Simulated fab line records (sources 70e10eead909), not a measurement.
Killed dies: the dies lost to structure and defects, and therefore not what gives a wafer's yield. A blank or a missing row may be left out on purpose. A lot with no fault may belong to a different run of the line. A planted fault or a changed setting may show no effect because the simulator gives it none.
Matching of chambers + flow nandHarc + 4 sister chambers for NHARC_A_BONDPAD_DESCUM_11 on rieDiel-07
The step chemistry O2, time 3 s. 4 wafers are shown with their chamber, then 12 later ones without.

WAFERS PAIRED WITH THEIR CHAMBERS
| wafer  | chamber | drypumpMotorCurrentA (A) |
|--------|---------|--------------------------|
| L091.2 | 3       | 6.5                      |
| L092.1 | 1       | 5.7                      |
| L092.2 | 0       | 5.9                      |
| L092.5 | 2       | 5.7                      |

WAFERS WHOSE CHAMBER IS MISSING
| wafer  | drypumpMotorCurrentA (A) |
|--------|--------------------------|
| L095.1 | 5.9                      |
| L095.2 | 5.7                      |
| L095.4 | 5.9                      |
| L094.2 | 5.7                      |
| L094.4 | 5.7                      |
| L094.5 | 5.7                      |
| L096.1 | 6.5                      |
| L096.3 | 5.8                      |
| L096.6 | 5.7                      |
| L097.1 | 6.5                      |
| L097.2 | 5.9                      |
| L097.5 | 5.8                      |

CHAMBER TAKEN BY EACH
| wafer  | from the rows above          | in truth |
|--------|------------------------------|----------|
| L095.1 | 0                            | 0        |
| L095.2 | can't be placed: 1 or 2      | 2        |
| L095.4 | 0                            | 0        |
| L094.2 | can't be placed: 1 or 2      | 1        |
| L094.4 | can't be placed: 1 or 2      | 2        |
| L094.5 | can't be placed: 1 or 2      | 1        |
| L096.1 | 3                            | 3        |
| L096.3 | can't be placed: 1 or 2 or 0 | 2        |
| L096.6 | can't be placed: 1 or 2      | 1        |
| L097.1 | 3                            | 3        |
| L097.2 | 0                            | 0        |
| L097.5 | can't be placed: 1 or 2 or 0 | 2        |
Correct placement for 5 of the 12. Can't be placed from these rows: 7 (the true chamber is among the candidates in 7). Placed wrongly: 0.
How it was worked out, from the rows above alone: a wafer's distance from a chamber is the root of the sum, over the readings, of the square of ((its reading less the chamber's mean) divided by the reading's scatter). If the next closest chamber is less than 2 further off than the closest, the wafer can't be placed; otherwise it belongs to the closest. The mean given for a chamber averages the wafers shown for that chamber. The scatter: root of mean squared gap, hidden wafer to nearest shown wafer, with one shown wafer a chamber.
